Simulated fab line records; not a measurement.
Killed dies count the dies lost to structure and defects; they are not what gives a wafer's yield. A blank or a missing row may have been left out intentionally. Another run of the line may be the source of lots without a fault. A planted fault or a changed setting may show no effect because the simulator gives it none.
fab line records	flow n5-finfet
record lots=4	wafers=12	last-day=18
route steps=1938 shown BEOL_M0_SAQP@632 BEOL_M4@1111 PASSIVATION@1936
lots untouched by any fault: they come from a run of this same line in which no faults occurred
start-h: the number of hours between the record's first day and the start of the first shown wafer of the lot	wait-h: time in hours since the lot's previous step	" the same as in the row above	L1.1+2: one row covering several wafers at once	- no value present, or no start provided	* or withheld: withheld	< > ~ a bound
route shown NAME@n: names a module that has steps shown in the file, with the first one's number in the route	usual: the fault-free wafers' mean and standard deviation	same: alike in all rows	chamber/n: place in a boat	sites: readings site by site	_std_site: their standard deviation	_edge_site: the outer-site mean with the inner-site mean subtracted	radius-mm: for every site, how far away it sits from the centre of the wafer	mask NAME#n: copy n	behind: the tool/chamber that last shaped the wafer	hold: why the lot was held/for how many hours/how that ended	device: names the non-switching transistor (n, p or np)	end of line: the tests these same wafers got at the end of their route	a step with no rows: only its recipe	killed: dies that structure and defects cost at the first sort, which is not the same as the wafer's yield	map: dies across one wafer; x = killed, . = not, _ = none there
set.NAME: the setting the step ran with; set.NAME@STEP: the setting that earlier step ran with	model.NAME: the simulator's own value behind a step, which no gauge read
a table for each step, a row for each wafer; lots at some steps of the route
services: from which hour (start-h, from the record's first day; less than 0 if before it) a tool's chamber was out of use, for how many hours, and why
## steps
# step N5_BEOL_M0_SAQP_PECVD_00
# recipe material=SiCN	target-thk-a=80	temp-c=withheld	precursor=3MS/NH3	pressure-torr=3	rf-w=202	time-s=14
# step N5_BEOL_M0_SAQP_ILD_DEP_01
# recipe material=SiOC	target-thk-a=454.19	temp-c=350	precursor=DEMS/O2	pressure-torr=5	rf-w=500	time-s=8.7
# step N5_BEOL_M0_SAQP_HM_DEP_02
# recipe material=TiN	target-thk-a=120	temp-c=25	chamber-pressure-pa=0.49996
# step N5_BEOL_M0_SAQP_PECVD_03
# recipe material=SiCN	target-thk-a=120	temp-c=withheld	precursor=3MS/NH3	pressure-torr=3	rf-w=202	time-s=21.1
# step N5_BEOL_M0_SAQP_PECVD_96
# recipe material=a-Si	target-thk-a=450	temp-c=350	precursor=SiH4/He	pressure-torr=3	rf-w=100	time-s=45.2
# step N5_BEOL_M0_SAQP_PECVD_97
# recipe material=SiNx	target-thk-a=230	temp-c=350	precursor=SiH4/NH3/N2	pressure-torr=1.5	rf-w=300	time-s=19.9
# step N5_BEOL_M0_SAQP_PECVD_04
# recipe material=a-Si	target-thk-a=600	temp-c=350	precursor=SiH4/He	pressure-torr=3	rf-w=100	time-s=60.2
# step N5_BEOL_M0_SAQP_HM_DEP_111
# recipe material=SiO2	target-thk-a=120	temp-c=400	precursor=SiH4/N2O	pressure-torr=0.75	rf-w=275	time-s=7.2
# step N5_BEOL_M0_SAQP_COAT_81
# recipe resist=SOC	temp-c=250	time-s=60	spin-rpm=1500	resist-thk-nm=100
# step N5_BEOL_M0_SAQP_COAT_82
# recipe resist=SiARC	temp-c=220	time-s=60	spin-rpm=1500	resist-thk-nm=30
# usual spin-speed-rpm=1500.1/1.1
lot.wafer	tool	chamber	start-h	wait-h	spin-speed-rpm	model.SiARC_of_BEOL_M0_SAQP_COAT_82.thk-nm
L844.2	litho-track-03	0	142.73	-	1426.5	30.8
L844.4	"	0	"	"	1427.1	30.8
L844.6	"	0	"	"	1428.2	30.8
L846.1	litho-track-03	0	153.64	-	1428.2	30.6
L846.4	"	0	"	"	1425.8	30.6
L846.6	"	0	"	"	1428.6	30.6
L850.2	litho-track-01	0	186.69	-	1501.9	30
L850.3	"	0	"	"	1501.9	30
L850.5	"	0	"	"	1500.6	30
L861.2	litho-track-03	0	253.96	-	1501.2	30
L861.4	"	0	"	"	1500.9	30
L861.6	"	0	"	"	1500.7	30
# step N5_BEOL_M0_SAQP_COAT_08
# recipe resist=CAR-ArF	spin-rpm=1500	resist-thk-nm=90
# step N5_BEOL_M0_SAQP_EBR_10
# recipe solvent=PGMEA	ebr-width-mm=1.5
# step N5_BEOL_M0_SAQP_SOFTBAKE_09
# recipe temp-c=110	time-s=60	resist=CAR-ArF
# step N5_BEOL_M0_SAQP_EXPOSE_11
# recipe mask-id=M0_CORE	na=1.35	source-shape=dipole	sigma-inner=0.538	sigma-outer=0.738	polarization=te	target-cd-nm=42	dose-mj=55
# step N5_BEOL_M0_SAQP_PEB_12
# recipe peb-temp-c=withheld	peb-time-s=60	resist=CAR-ArF
# step N5_BEOL_M0_SAQP_DEVELOP_13
# recipe develop-time-s=30	developer=TMAH	resist=CAR-ArF	dev-temp-c=23	rinse-liquid=diw	dry=air-spin
# step N5_BEOL_M0_SAQP_DESCUM_19
# recipe chemistry=O2	time-s=7.9	source-power-w=50	bias-power-w=20	pressure-mtorr=20	rf-frequency-hz=2.712e+07	temp-c=40	resist=CAR-ArF	o2-flow-sccm=225
# step N5_BEOL_M0_SAQP_ETCH_83
# recipe chemistry=CF4	target=SiARC	target-depth-a=390	mask-material=CAR-ArF	time-s=65	ion-energy-ev=80	pressure-mtorr=40	source-w=545	bias-w=36	Ar_flow_sccm=100	cf4-flow-sccm=100	ends=cleared
# usual drypump-motor-current-A=5.6/0.45	etch-rf-on-time-s=64.8/1.5	oes-product-au=0.65/0.062	rf-vpp-V=184.2/1.3	showerhead-plenum-p-Torr=2.15/0.092	throttle-valve-pct=15.68/0.18
lot.wafer	tool	chamber	start-h	wait-h	drypump-motor-current-A	etch-rf-on-time-s	oes-product-au	rf-hours-counter-h	rf-vpp-V	showerhead-plenum-p-Torr	throttle-valve-pct	model.etch.depth-nm	model.CAR-ArF_of_BEOL_M0_SAQP_COAT_08.thk-nm
L844.2	rie-diel-04	0	143.22	0.0	5.3	67.7	0.65	155	183.9	2.22	15.65	30.73	54.4
L844.4	"	2	"	"	5.9	67.9	0.73	42	183.4	2.18	15.41	30.81	54.4
L844.6	"	1	"	"	5.4	66.7	0.61	-	184.8	2.20	15.98	30.89	54.6
L846.1	rie-diel-06	3	155.04	0.0	6.1	64.3	0.62	222	182.7	2.11	15.75	30.7	54.6
L846.4	"	0	"	"	5.6	67.3	0.63	184	185.0	2.21	15.80	30.55	55
L846.6	"	0	"	"	5.6	67.5	0.62	-	184.5	2.21	15.80	30.68	55
L850.2	rie-diel-06	3	187.20	0.0	6.1	62.9	0.62	234	183.9	2.11	15.76	30.03	55.4
L850.3	"	2	"	"	4.8	62.9	0.81	15	185.0	2.28	15.44	30.03	55.2
L850.5	"	0	"	"	5.6	65.8	0.62	-	185.9	2.20	15.82	29.96	55.6
L861.2	rie-diel-06	0	254.32	0.0	5.6	66.1	0.61	214	185.6	2.20	15.86	30.04	54.8
L861.4	"	0	"	"	5.6	66.2	0.61	-	184.9	2.19	15.84	30.02	55
L861.6	"	1	"	"	5.5	64.5	0.64	-	181.9	1.98	15.53	30.03	54.8
# step N5_BEOL_M0_SAQP_ETCH_84
# recipe chemistry=N2/H2	target=SOC	target-depth-a=1000	overetch-a=200	mask-material=SiARC	temp-c=40	time-s=150	ion-energy-ev=200	pressure-mtorr=30	source-w=840	bias-w=150	n2-flow-sccm=200	h2-flow-sccm=200
# usual drypump-motor-current-A=5.6/0.45	oes-product-au=0.68/0.061	rf-vpp-V=524/3.3	showerhead-plenum-p-Torr=2.55/0.11	throttle-valve-pct=17.89/0.22
lot.wafer	tool	chamber	start-h	wait-h	drypump-motor-current-A	oes-product-au	rf-hours-counter-h	rf-vpp-V	showerhead-plenum-p-Torr	throttle-valve-pct	model.SiARC_of_BEOL_M0_SAQP_COAT_82.thk-nm
L844.2	rie-diel-04	0	143.27	0.0	5.3	0.69	155	527	2.63	17.78	25
L844.4	"	2	"	"	5.9	0.78	42	525	2.57	17.50	25.4
L844.6	"	1	"	"	5.5	0.64	-	528	2.63	18.45	25
L846.1	rie-diel-06	3	155.09	0.0	6.2	0.64	222	523	2.50	17.92	24.8
L846.4	"	0	"	"	5.6	0.66	184	526	2.63	18.00	25
L846.6	"	0	"	"	5.6	0.66	-	527	2.63	18.00	25.2
L850.2	rie-diel-06	3	187.25	0.0	6.1	0.64	234	522	2.50	17.95	24.2
L850.3	"	2	"	"	4.8	0.82	15	528	2.71	17.61	24.2
L850.5	"	0	"	"	5.6	0.65	-	526	2.62	18.05	24.6
L861.2	rie-diel-06	0	254.37	0.0	5.6	0.64	214	526	2.61	18.06	24.8
L861.4	"	0	"	"	5.6	0.64	-	525	2.61	18.05	24.6
L861.6	"	1	"	"	5.5	0.67	-	516	2.36	17.87	24.2
# step N5_BEOL_M0_SAQP_STRIP_80
# recipe chemistry=N2/H2	temp-c=40	n2-flow-sccm=200	h2-flow-sccm=200	rf-frequency-hz=6e+07
# step N5_BEOL_M4_RC_MEAS_101
# usual DIBL_N=35.9/1.8	DIBL_P=36.2/2	IOFF_N=0.16/0.031	IOFF_P=0.22/0.041	ION_N=676/11	ION_P=465/8.5	SS_N=71.4/0.64	SS_P=73.2/0.7	VT_N=250/3.5	VT_P=-250/3.9
lot.wafer	tool	chamber	start-h	wait-h	DIBL_N[mV/V]	DIBL_P[mV/V]	IOFF_N[nA/um]	IOFF_P[nA/um]	ION_N[uA/um]	ION_P[uA/um]	SS_N[mV/dec]	SS_P[mV/dec]	VT_N[mV]	VT_P[mV]
L844.2	prober-02	0	203.33	0.2	37.4	37.0	0.16	0.19	670	455	71.0	73.2	250	-253
L844.4	"	0	"	"	33.1	32.1	0.10	0.13	662	455	69.5	72.3	256	-258
L844.6	"	0	"	"	36.3	36.7	0.15	0.19	675	463	71.3	73.1	252	-254
L846.1	prober-01	0	231.46	0.0	35.3	37.8	0.16	0.23	678	465	71.3	73.5	249	-250
L846.4	"	0	"	"	33.5	35.2	0.13	0.19	668	460	70.8	72.2	251	-251
L846.6	"	0	"	"	33.8	35.7	0.12	0.19	667	463	70.4	72.6	257	-252
L850.2	prober-02	0	243.96	0.2	36.5	37.8	0.20	0.26	692	469	71.7	73.9	247	-246
L850.3	"	0	"	"	35.1	36.4	0.16	0.23	681	473	71.8	74.0	252	-246
L850.5	"	0	"	"	34.5	35.5	0.15	0.21	673	468	71.6	74.1	250	-248
L861.2	prober-02	0	321.27	0.2	38.6	38.9	0.17	0.19	665	449	71.3	73.4	251	-254
L861.4	"	0	"	"	34.5	34.8	0.11	0.14	645	443	70.4	72.2	254	-258
L861.6	"	0	"	"	32.4	31.9	0.09	0.12	651	448	70.3	71.7	259	-260
# step N5_PASSIVATION_PROBE_49
# usual defect-limited-yield=91.3/1.3	killed_at_M0_to_M3=35/9.3	killed_at_M4_up=14/5.2	killed-at-contacts=12/5.9	killed-at-front-end=38/11	killed-at-other=4/3.7	killed-dies=103/15	killed-open=67/12	killed-short=34/8	sort_bin_5_function=5.1/0.88	sort_bin_6_memory=3.3/0.65	sort-n-pass=1077/15	sort-yield-pct=91.3/1.3
# same gross-dies=1180	killed-at-back-side=0	sort_bin_4_leakage[%]=0	sort_bin_8_speed[%]=0
lot.wafer	tool	chamber	start-h	wait-h	defect-limited-yield[%]	killed_at_M0_to_M3	killed_at_M4_up	killed-at-contacts	killed-at-front-end	killed-at-other	killed-dies	killed-open	killed-short	sort_bin_5_function[%]	sort_bin_6_memory[%]	sort-n-pass	sort-yield-pct[%]
L844.2	prober-02	-	315.47	0.1	88.6	50	17	19	45	3	134	92	41	6.6	4.5	1046	88.6
L844.4	prober-02	-	315.57	0.2	90.8	48	11	16	33	0	108	74	32	5.5	3.3	1072	90.8
L844.6	prober-02	-	315.67	0.3	91.6	30	28	13	28	0	99	75	23	5.4	2.6	1081	91.6
# killed by level:class
L844.2 MOL_CONTACT_COAG:geometric-particle:open=16 FIN_SAQP:geometric-particle:open=12 BEOL_M2:geometric-particle:open=11 BEOL_M0_SAQP:geometric-particle:open=10 FIN_SAQP:geometric-particle:short=8 BEOL_M0_SAQP:geometric-particle:short=8 STARTING-WAFER:geometric-particle:short=7 BEOL_M0:geometric-particle:open=6
L844.4 MOL_CONTACT_COAG:geometric-particle:open=11 BEOL_M0_SAQP:geometric-particle:short=9 BEOL_M2:geometric-particle:open=9 BEOL_M3:geometric-particle:open=9 FIN_SAQP:geometric-particle:open=6 STI_FIN_REVEAL:geometric-particle:open=6 BEOL_M0_SAQP:geometric-particle:open=6 DUMMY_GATE:geometric-particle:open=5
L844.6 MOL_CONTACT_COAG:geometric-particle:open=10 BEOL_M4:geometric-particle:open=9 BEOL_M3:geometric-particle:open=8 FIN_SAQP:geometric-particle:open=7 BEOL_M0_SAQP:geometric-particle:short=7 BEOL_M5:geometric-particle:open=6 STI_FIN_REVEAL:geometric-particle:open=5 GATE_CUT:geometric-particle:open=4
## services
tool	chamber	start-h	hours	kind
rie-diel-06	2	130.38	-	clean
rie-diel-06	2	130.38	-	consumable-replace:focus-ring
rie-diel-06	2	130.38	-	consumable-replace:showerhead
rie-diel-06	2	130.38	17.2	scheduled-down
rie-diel-06	2	130.38	17.2	vent-cycle
litho-track-01	-	142.89	-	consumable-replace:filter
rie-diel-06	-	151.78	0.2	repair
litho-track-03	-	211.95	-	consumable-replace:filter
rie-diel-06	3	242.81	-	clean
rie-diel-06	3	242.81	-	consumable-replace:focus-ring
rie-diel-06	3	242.81	17.0	scheduled-down
rie-diel-06	3	242.81	17.0	vent-cycle
rie-diel-04	3	251.21	-	clean
rie-diel-04	3	251.21	-	consumable-replace:focus-ring
rie-diel-04	3	251.21	22.0	scheduled-down
rie-diel-04	3	251.21	22.0	vent-cycle
## key
first-sign step=N5_BEOL_M0_SAQP_COAT_82	reading=spin-speed-rpm	direction=down	sigmas=64	usual=*	struck=*
effect none on later readings
model-effect step=N5_BEOL_M0_SAQP_COAT_82	value=SiARC_of_BEOL_M0_SAQP_COAT_82.thk-nm	without=30	struck=30.7
model-effect step=N5_BEOL_M0_SAQP_ETCH_83	value=etch.depth-nm	without=29.97	struck=30.73
model-effect step=N5_BEOL_M0_SAQP_ETCH_84	value=SiARC_of_BEOL_M0_SAQP_COAT_82.thk-nm	without=24.27	struck=25.07
met-at N5_BEOL_M0_SAQP_COAT_82
struck-wafers L844.2,L844.4,L844.6,L846.1,L846.4,L846.6
fault kind=process-parameter-drift	tool=litho-track-03	chamber=-	onset-h=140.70	steps=N5_BEOL_M0_SAQP_COAT_82	channel=spin-rpm	offset=*	shape=step	end-h=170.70	acts-in=*	stated=*
